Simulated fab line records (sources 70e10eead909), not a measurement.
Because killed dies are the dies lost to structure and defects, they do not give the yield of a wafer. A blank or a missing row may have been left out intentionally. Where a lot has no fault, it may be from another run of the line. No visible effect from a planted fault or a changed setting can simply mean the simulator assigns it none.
What tool caused it? | flow nandHarc | 14 lots, 42 wafers sampled, at 6 steps of a route of 1302

## WHAT THE GAUGES READ, wafer by wafer
NHARC_A_ONON_D2_THK_MEAS_18: measures by ellipsometry.
lot  | measured     | on           | thkNm (nm)
L768 | day 12 21:02 | filmMetro-01 | 999 1000 1001
L769 | day 12 21:02 | filmMetro-01 | 991 990 993
L771 | day 14 04:43 | filmMetro-01 | 1017 1015 1017
L770 | day 14 04:41 | filmMetro-02 | 998 998 997
L773 | day 14 11:49 | filmMetro-01 | 1021 1021 1019
L772 | day 14 11:50 | filmMetro-02 | 998 996 996
L774 | day 15 03:41 | filmMetro-01 | 995 997 995
L776 | day 15 20:09 | filmMetro-01 | 1011 1014 1012
L777 | day 16 09:03 | filmMetro-02 | 999 998 997
L778 | day 16 09:03 | filmMetro-01 | 996 996 997
L788 | day 21 00:14 | filmMetro-02 | 1009 1009 1007
L787 | day 21 00:14 | filmMetro-01 | 976 975 976
L790 | day 21 17:27 | filmMetro-02 | 994 992 992
L791 | day 22 21:53 | filmMetro-02 | 1013 1014 1014

NHARC_A_ONON_D2_THK_MEAS_21: measures by ellipsometry.
lot  | measured     | on           | thkNm (nm)
L768 | day 12 21:36 | filmMetro-01 | 989 991 988
L769 | day 12 21:37 | filmMetro-01 | 994 993 993
L771 | day 14 05:18 | filmMetro-02 | 1023 1019 1022
L770 | day 14 05:16 | filmMetro-01 | 1014 1014 1012
L773 | day 14 12:23 | filmMetro-01 | 995 996 995
L772 | day 14 12:23 | filmMetro-02 | 986 986 987
L774 | day 15 04:16 | filmMetro-02 | 1004 1004 1005
L776 | day 15 20:43 | filmMetro-02 | 1007 1007 1007
L777 | day 16 09:46 | filmMetro-01 | 1007 1006 1005
L778 | day 16 09:58 | filmMetro-02 | 993 991 994
L788 | day 21 00:48 | filmMetro-01 | 1003 1002 1003
L787 | day 21 00:48 | filmMetro-02 | 997 1000 999
L790 | day 21 18:01 | filmMetro-02 | 1007 1007 1008
L791 | day 22 22:28 | filmMetro-01 | 1009 1009 1009

NHARC_A_ONON_D2_THK_MEAS_27: measures by ellipsometry.
lot  | measured     | on           | thkNm (nm)
L768 | day 12 22:44 | filmMetro-01 | 994 993 994
L769 | day 12 22:45 | filmMetro-01 | 996 995 995
L771 | day 14 06:26 | filmMetro-01 | 1019 1018 1018
L770 | day 14 06:23 | filmMetro-01 | 1018 1018 1021
L773 | day 14 13:31 | filmMetro-01 | 1024 1024 1025
L772 | day 14 13:31 | filmMetro-02 | 1005 1003 1005
L774 | day 15 05:24 | filmMetro-02 | 977 978 977
L776 | day 15 21:51 | filmMetro-01 | 994 993 993
L777 | day 16 10:54 | filmMetro-02 | 999 1244 1245
L778 | day 16 11:15 | filmMetro-02 | 1248 1249 1004
L788 | day 21 01:56 | filmMetro-02 | 1003 1003 1003
L787 | day 21 01:56 | filmMetro-01 | 1012 1013 1013
L790 | day 21 19:21 | filmMetro-02 | 997 996 994
L791 | day 22 23:35 | filmMetro-01 | 999 998 997

NHARC_END_SORT_01.
lot  | measured     | on        | killedAtArray | killedAtOther | killedAtPeriphery | killedDies | killedOpen | killedShort
L777 | day 28 06:03 | prober-02 | 58 673 673    | 0 0 0         | 6 4 4             | 64 677 677 | 5 2 3      | 3 3 1
L778 | day 28 08:25 | prober-01 | 671 673 37    | 1 0 1         | 5 4 8             | 677 677 46 | 4 2 6      | 7 8 1

## WHICH TOOL RAN EACH LOT (tool, then ch and the chambers of the sampled wafers, then the start)
lot  | NHARC_A_CHANNEL_FILL_D1_CMP_10 | NHARC_A_ONON_D2_DEP_25
L768 | cmp-01 ch 0,2, day 10 20:11    | pecvdOnon-02 ch 0, day 12 22:17
L769 | cmp-04 ch 1,2,3, day 10 20:11  | pecvdOnon-04 ch 0, day 12 22:14
L771 | cmp-01 ch 1,2, day 12 01:08    | pecvdOnon-02 ch 0, day 14 06:02
L770 | cmp-04 ch 0,1,3, day 12 01:10  | pecvdOnon-03 ch 0, day 14 05:53
L773 | cmp-01 ch 0,1,2, day 12 13:13  | pecvdOnon-04 ch 0, day 14 13:00
L772 | cmp-04 ch 0,1, day 12 13:13    | pecvdOnon-03 ch 0, day 14 13:01
L774 | cmp-02 ch 0,2,3, day 13 04:35  | pecvdOnon-03 ch 0, day 15 05:04
L776 | cmp-01 ch 0,2,3, day 13 23:34  | pecvdOnon-04 ch 0, day 15 21:20
L777 | cmp-04 ch 0,1,2, day 14 11:57  | pecvdOnon-04 ch 0, day 16 10:27
L778 | cmp-04 ch 0,1, day 14 16:00    | pecvdOnon-04 ch 0, day 16 10:44
L788 | cmp-04 ch 1,2, day 19 00:22    | pecvdOnon-03 ch 0, day 21 01:35
L787 | cmp-01 ch 1,2, day 19 00:23    | pecvdOnon-04 ch 0, day 21 01:32
L790 | cmp-02 ch 0,1,2, day 19 23:03  | pecvdOnon-03 ch 0, day 21 18:50
L791 | cmp-01 ch 0,1, day 20 19:08    | pecvdOnon-03 ch 0, day 22 23:08
- NHARC_A_CHANNEL_FILL_D1_CMP_10: polishes, target thk 150 nm.
- NHARC_A_ONON_D2_DEP_25: target thk 1000 nm.

## WHAT THE TOOLS THEMSELVES READ (means of the sampled wafers that have a number; where no wafer has one, the mark that the record gives instead)
NHARC_A_CHANNEL_FILL_D1_CMP_10.
lot  | tool   | motorCurrentA (A) | timeToEndpointS (s)
L768 | cmp-01 | 13.3              | 14.9
L769 | cmp-04 | 12.0              | 15.9
L771 | cmp-01 | 13.3              | 15.0
L770 | cmp-04 | 11.9              | 12.6
L773 | cmp-01 | 13.4              | 16.8
L772 | cmp-04 | 12.1              | 13.3
L774 | cmp-02 | 11.7              | 13.1
L776 | cmp-01 | 12.8              | 12.6
L777 | cmp-04 | 12.0              | 15.6
L778 | cmp-04 | 12.6              | 15.0
L788 | cmp-04 | 12.4              | 19.5
L787 | cmp-01 | 13.3              | 17.2
L790 | cmp-02 | 11.4              | 13.9
L791 | cmp-01 | 13.0              | 15.7

## THE ANSWER, worked out from the rows above alone
Rule: the lots themselves supply what counts as usual. Put in order of their means at a reading, lots are off if they are a third of the lots or fewer, leave a main group of 4 or more, and stand apart from it by a gap of 3 or more times the standard deviation of the main group's means; of several such gaps the widest counts. If all means in a main group match to the digits the tables above print for the reading, that group is not used. A lot without any number at a reading at which 4 lots or more have one is off too. All remaining lots with rows at the step are treated as sound. After the gauges, taken in route order, come the tools' own readings; for these a lot's mean is taken, as printed above. At the first step where some lot is off, the reading lying furthest off is the one used; lots without a number count as furthest.
Off, at NHARC_A_ONON_D2_THK_MEAS_27 on thkNm: L777, L778. The main group: mean 1003 nm, standard deviation 13.
A tool fits if, at a process step before that reading, it ran every lot that is off, and no sound lot after the first of them. Those tools and the gauges at NHARC_A_ONON_D2_THK_MEAS_27 are tried in the same way. Not one of the candidates tried fits.

## WHAT THE SIMULATOR HAD PUT IN
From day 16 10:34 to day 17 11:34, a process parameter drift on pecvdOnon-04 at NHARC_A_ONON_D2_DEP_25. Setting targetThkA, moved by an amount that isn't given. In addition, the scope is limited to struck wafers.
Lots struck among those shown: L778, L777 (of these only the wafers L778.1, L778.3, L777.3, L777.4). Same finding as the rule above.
